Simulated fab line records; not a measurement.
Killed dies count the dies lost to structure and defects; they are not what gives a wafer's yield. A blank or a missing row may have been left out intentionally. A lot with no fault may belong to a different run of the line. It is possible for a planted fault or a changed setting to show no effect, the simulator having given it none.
Lot-split experiment || flow n5-finfet || route with 1938 steps; 7 lots, 21 wafers read

== THE SPLIT ITSELF ==
At N5_HKMG_FIN_EXPOSE_09 (exposes mask NWFM), the setting dose-mj was moved away from the recipe's 39.25 on 8 of the 21 wafers read, by -7.3% to +6.8%. This setting was run at the recipe's value on the other wafers.

== FROM THE SPLIT TO THE READING: what the file shows between them, 2 steps ==
- N5_HKMG_FIN_PEB_10: peb time 60 s
- N5_HKMG_FIN_DEVELOP_11: develop time 30 s

== THE READING ==
cd-nm, in nm, at N5_HKMG_FIN_CD_MEAS_12 (target cd 92.8 nm). Fault-free wafers of this fab line usually give 92.6 nm, standard deviation 0.46 nm.

{"wafer": "L078.4", "tool, chamber at the split": "arfi-scanner-02, 0", "dose-mj as run": 39.25, "against the recipe": "recipe", "cd-nm, nm": 92.0, "against lot-mates on the recipe": "-"}
{"wafer": "L078.5", "tool, chamber at the split": "arfi-scanner-02, 0", "dose-mj as run": 39.25, "against the recipe": "recipe", "cd-nm, nm": 92.4, "against lot-mates on the recipe": "-"}
{"wafer": "L078.6", "tool, chamber at the split": "arfi-scanner-02, 0", "dose-mj as run": 39.25, "against the recipe": "recipe", "cd-nm, nm": 92.5, "against lot-mates on the recipe": "-"}
{"wafer": "L080.3", "tool, chamber at the split": "arfi-scanner-01, 0", "dose-mj as run": 39.25, "against the recipe": "recipe", "cd-nm, nm": 92.9, "against lot-mates on the recipe": "-"}
{"wafer": "L080.4", "tool, chamber at the split": "arfi-scanner-01, 0", "dose-mj as run": 39.25, "against the recipe": "recipe", "cd-nm, nm": 92.1, "against lot-mates on the recipe": "-"}
{"wafer": "L080.5", "tool, chamber at the split": "arfi-scanner-01, 0", "dose-mj as run": 39.25, "against the recipe": "recipe", "cd-nm, nm": 93.0, "against lot-mates on the recipe": "-"}
{"wafer": "L081.1", "tool, chamber at the split": "arfi-scanner-03, 0", "dose-mj as run": 39.25, "against the recipe": "recipe", "cd-nm, nm": 92.7, "against lot-mates on the recipe": "-"}
{"wafer": "L081.2", "tool, chamber at the split": "arfi-scanner-03, 0", "dose-mj as run": 40.73, "against the recipe": "+3.8%", "cd-nm, nm": 95.4, "against lot-mates on the recipe": "+2.8"}
{"wafer": "L081.5", "tool, chamber at the split": "arfi-scanner-03, 0", "dose-mj as run": 39.25, "against the recipe": "recipe", "cd-nm, nm": 92.6, "against lot-mates on the recipe": "-"}
{"wafer": "L084.1", "tool, chamber at the split": "arfi-scanner-02, 0", "dose-mj as run": 39.25, "against the recipe": "recipe", "cd-nm, nm": 92.6, "against lot-mates on the recipe": "-"}
{"wafer": "L084.4", "tool, chamber at the split": "arfi-scanner-02, 0", "dose-mj as run": 41.9, "against the recipe": "+6.8%", "cd-nm, nm": 96.8, "against lot-mates on the recipe": "+4.0"}
{"wafer": "L084.5", "tool, chamber at the split": "arfi-scanner-02, 0", "dose-mj as run": 39.25, "against the recipe": "recipe", "cd-nm, nm": 93.0, "against lot-mates on the recipe": "-"}
{"wafer": "L093.1", "tool, chamber at the split": "arfi-scanner-02, 0", "dose-mj as run": 39.25, "against the recipe": "recipe", "cd-nm, nm": 92.1, "against lot-mates on the recipe": "-"}
{"wafer": "L093.3", "tool, chamber at the split": "arfi-scanner-02, 0", "dose-mj as run": 40.64, "against the recipe": "+3.5%", "cd-nm, nm": 95.7, "against lot-mates on the recipe": "+3.6"}
{"wafer": "L093.6", "tool, chamber at the split": "arfi-scanner-02, 0", "dose-mj as run": 40.64, "against the recipe": "+3.5%", "cd-nm, nm": 95.2, "against lot-mates on the recipe": "+3.1"}
{"wafer": "L096.3", "tool, chamber at the split": "arfi-scanner-02, 0", "dose-mj as run": 36.4, "against the recipe": "-7.3%", "cd-nm, nm": 87.3, "against lot-mates on the recipe": -5.2}
{"wafer": "L096.4", "tool, chamber at the split": "arfi-scanner-02, 0", "dose-mj as run": 36.4, "against the recipe": "-7.3%", "cd-nm, nm": 87.9, "against lot-mates on the recipe": -4.6}
{"wafer": "L096.5", "tool, chamber at the split": "arfi-scanner-02, 0", "dose-mj as run": 39.25, "against the recipe": "recipe", "cd-nm, nm": 92.5, "against lot-mates on the recipe": "-"}
{"wafer": "L097.1", "tool, chamber at the split": "arfi-scanner-03, 0", "dose-mj as run": 41.85, "against the recipe": "+6.6%", "cd-nm, nm": 96.2, "against lot-mates on the recipe": "+3.0"}
{"wafer": "L097.3", "tool, chamber at the split": "arfi-scanner-03, 0", "dose-mj as run": 39.25, "against the recipe": "recipe", "cd-nm, nm": 93.2, "against lot-mates on the recipe": "-"}
{"wafer": "L097.6", "tool, chamber at the split": "arfi-scanner-03, 0", "dose-mj as run": 41.85, "against the recipe": "+6.6%", "cd-nm, nm": 96.7, "against lot-mates on the recipe": "+3.5"}

THE FIT
A straight line over all 21 wafers: cd-nm changes by +0.659 nm for each +1% of dose-mj; r = +0.99; the points scatter about the line by 0.43 nm.
The same after taking each lot's own level away (the mean of its wafers on the recipe; 21 wafers): +0.631 nm for each +1%; r = +0.97; scatter 0.55 nm.
According to that fit, moving dose-mj by its largest amount changes the reading by 4.6 nm.
The lots' own levels span 92.10 to 93.20 nm, that is 2.4 times the standard deviation above.
So the lot-to-lot level changes the slope little: the two slopes agree.
Check: -4.34 nm against its lot-mates is what the line predicts for one of the wafers moved furthest among these (-7.3%) when that wafer is left out of the fit. It came out at -5.2 nm against them.

== OTHER SPLITS ON THESE WAFERS ==
Before the reading, these wafers also passed through other splits. Each is held against what the fit with the lots' levels taken away leaves over:
{"other split on the same wafers": "N5_SDB_EXPOSE_08 dose-mj", "wafers away from the commonest value": 5, "r with cd-nm (lot level and that fit taken away)": "+0.48"}
{"other split on the same wafers": "N5_HKMG_FIN_ETCH_54 source-w", "wafers away from the commonest value": 9, "r with cd-nm (lot level and that fit taken away)": -0.32}
{"other split on the same wafers": "N5_HKMG_FIN_ETCH_58 bias-w", "wafers away from the commonest value": 4, "r with cd-nm (lot level and that fit taken away)": "+0.24"}

== FILE'S OWN FIT ==
cd-nm changes by +0.627 nm for each +1% of dose-mj, r = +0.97.
